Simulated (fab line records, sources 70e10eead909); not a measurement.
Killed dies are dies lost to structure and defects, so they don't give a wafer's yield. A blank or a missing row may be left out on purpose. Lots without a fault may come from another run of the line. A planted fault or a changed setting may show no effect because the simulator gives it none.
Chamber matching | flow nand_harc | NHARC_A_CONTACT_CMP_20 on cmp-04: 4 sister chambers
The step polishes, t overpolish 30 s, target thk 300 nm. 14 wafers are shown with their chamber, then 7 later ones without.

WAFERS WITH THEIR CHAMBER
wafer  | chamber | motor_current_A (A) | overpolish_run_s (s) | time_to_endpoint_s (s)
L074.1 | 0       | 14.0                | 29.990               | 59.4
L074.2 | 2       | 10.9                | 29.999               | 58.0
L074.3 | 3       | 12.0                | 29.992               | 61.2
L078.1 | 0       | 13.1                | 29.999               | 61.5
L078.4 | 3       | 11.6                | 29.995               | 61.4
L078.5 | 0       | 13.9                | 30.001               | 62.0
L081.2 | 3       | 11.0                | 29.989               | 61.3
L081.3 | 1       | 10.6                | 29.985               | 58.5
L081.6 | 3       | 11.2                | 29.995               | 60.3
L086.2 | 2       | 11.6                | 30.009               | 60.5
L086.3 | 0       | 14.3                | 30.001               | 61.9
L086.5 | 0       | 14.1                | 29.994               | 62.1
L087.2 | 3       | 11.2                | 30.009               | 57.2
L087.3 | 2       | 11.0                | 30.012               | 53.3

SIGNATURES (means of the wafers above)
reading            | chamber 0 | chamber 1 | chamber 2 | chamber 3 | scatter within a chamber
motor_current_A    | 13.880    | 10.600    | 11.167    | 11.400    | 0.421
overpolish_run_s   | 29.99700  | 29.98500  | 30.00667  | 29.99600  | 0.0065
time_to_endpoint_s | 61.380    | 58.500    | 57.267    | 60.280    | 2.11
Rule: a wafer's distance from a chamber is the root of the sum, over the readings, of the square of ((its reading less the chamber's mean) divided by the reading's scatter). The wafer belongs to the nearest chamber; if the next one is less than 2 further off, it can't be placed. The scatter: the root of (the sum of the squares of (reading less its chamber's mean) over the shown wafers, divided by (wafers less chambers)).

WAFERS WITHOUT THEIR CHAMBER
wafer  | motor_current_A (A) | overpolish_run_s (s) | time_to_endpoint_s (s)
L087.4 | 13.5                | 30.006               | 57.0
L091.1 | 14.0                | 29.996               | 61.2
L091.3 | 10.5                | 29.984               | 62.9
L091.4 | 11.4                | 30.014               | 62.2
L094.3 | 11.1                | 29.995               | 59.6
L094.4 | 13.9                | 29.996               | 59.1
L094.5 | 10.5                | 29.991               | 61.1

WHICH CHAMBER EACH WENT THROUGH
wafer  | from the rows above          | in truth
L087.4 | 0                            | 0
L091.1 | 0                            | 0
L091.3 | can't be placed: 1 or 3      | 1
L091.4 | can't be placed: 2 or 3      | 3
L094.3 | can't be placed: 3 or 1 or 2 | 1
L094.4 | 0                            | 0
L094.5 | can't be placed: 1 or 3 or 2 | 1
Placed correctly: 3 of 7. Can't be placed from these rows: 4 (the true chamber is among the candidates in 4). Placed wrongly: 0.
